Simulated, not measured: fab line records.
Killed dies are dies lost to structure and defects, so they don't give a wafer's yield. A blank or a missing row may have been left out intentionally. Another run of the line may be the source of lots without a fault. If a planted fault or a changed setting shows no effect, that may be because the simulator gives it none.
Matching of chambers    flow nand_harc    NHARC_A_STAIRCASE_TRIM_187 on rie_diel-10: 4 sister chambers
The step chemistry O2, time 211.2 s. 20 wafers are shown with their chamber, then 10 later ones without.

## WAFERS WITH THEIR CHAMBER
wafer   chamber  showerhead_plenum_p_Torr (Torr)  drypump_motor_current_A (A)  oes_product_au (a.u.)
L074.2  3        3.57                             4.7                          0.991
L074.5  0        3.55                             5.6                          0.996
L074.6  3        3.57                             4.7                          0.988
L079.2  0        3.55                             5.5                          1.004
L079.3  1        3.38                             6.4                          1.000
L079.6  1        3.37                             6.5                          1.001
L082.1  0        3.54                             5.6                          1.023
L082.2  2        3.77                             6.2                          0.999
L082.4  3        3.56                             4.6                          1.001
L084.3  0        3.54                             5.6                          1.021
L084.5  1        3.37                             6.4                          1.002
L084.6  0        3.54                             5.6                          1.025
L085.2  3        3.55                             4.6                          0.990
L085.3  0        3.54                             5.5                          1.014
L085.5  0        3.54                             5.5                          1.017
L087.2  2        3.76                             6.1                          0.996
L087.3  1        3.36                             6.4                          1.010
L087.5  3        3.55                             4.6                          1.005
L088.2  1        3.36                             6.4                          1.002
L088.3  2        3.76                             6.1                          0.999

SIGNATURES, as means of the wafers listed above
reading                   chamber 0  chamber 1  chamber 2  chamber 3  scatter within a chamber
showerhead_plenum_p_Torr  3.5429     3.3680     3.7633     3.5600     0.00746
drypump_motor_current_A   5.557      6.420      6.133      4.640      0.0523
oes_product_au            1.01429    1.00300    0.99800    0.99500    0.00782
Rule: for each reading, subtract the chamber's mean from the wafer's reading, divide by that reading's scatter and square the result; add these up over the readings and take the root, which gives the wafer's distance from the chamber. If the next closest chamber is less than 2 further off than the closest, the wafer can't be placed; otherwise it belongs to the closest. The scatter: take each reading less its chamber's mean, square it, sum over the shown wafers, divide by the number of wafers less the number of chambers, and take the root.

## WAFERS MISSING THEIR CHAMBER
wafer   showerhead_plenum_p_Torr (Torr)  drypump_motor_current_A (A)  oes_product_au (a.u.)
L088.6  3.53                             5.6                          1.006
L092.1  3.54                             4.6                          0.985
L092.4  3.35                             6.4                          0.998
L092.5  3.35                             6.5                          1.002
L094.2  3.35                             6.4                          1.009
L094.3  3.74                             6.2                          1.004
L094.5  3.53                             4.7                          0.980
L097.2  3.34                             6.5                          1.013
L097.4  3.53                             4.7                          0.994
L097.6  3.52                             5.5                          1.009

## THE CHAMBER EACH PASSED THROUGH
wafer   from the rows above  in truth
L088.6  0                    0
L092.1  3                    3
L092.4  1                    1
L092.5  1                    1
L094.2  1                    1
L094.3  2                    2
L094.5  3                    3
L097.2  1                    1
L097.4  3                    3
L097.6  0                    0
Correct placement for 10 of the 10. Can't be placed from these rows: 0. Placed wrongly: 0.
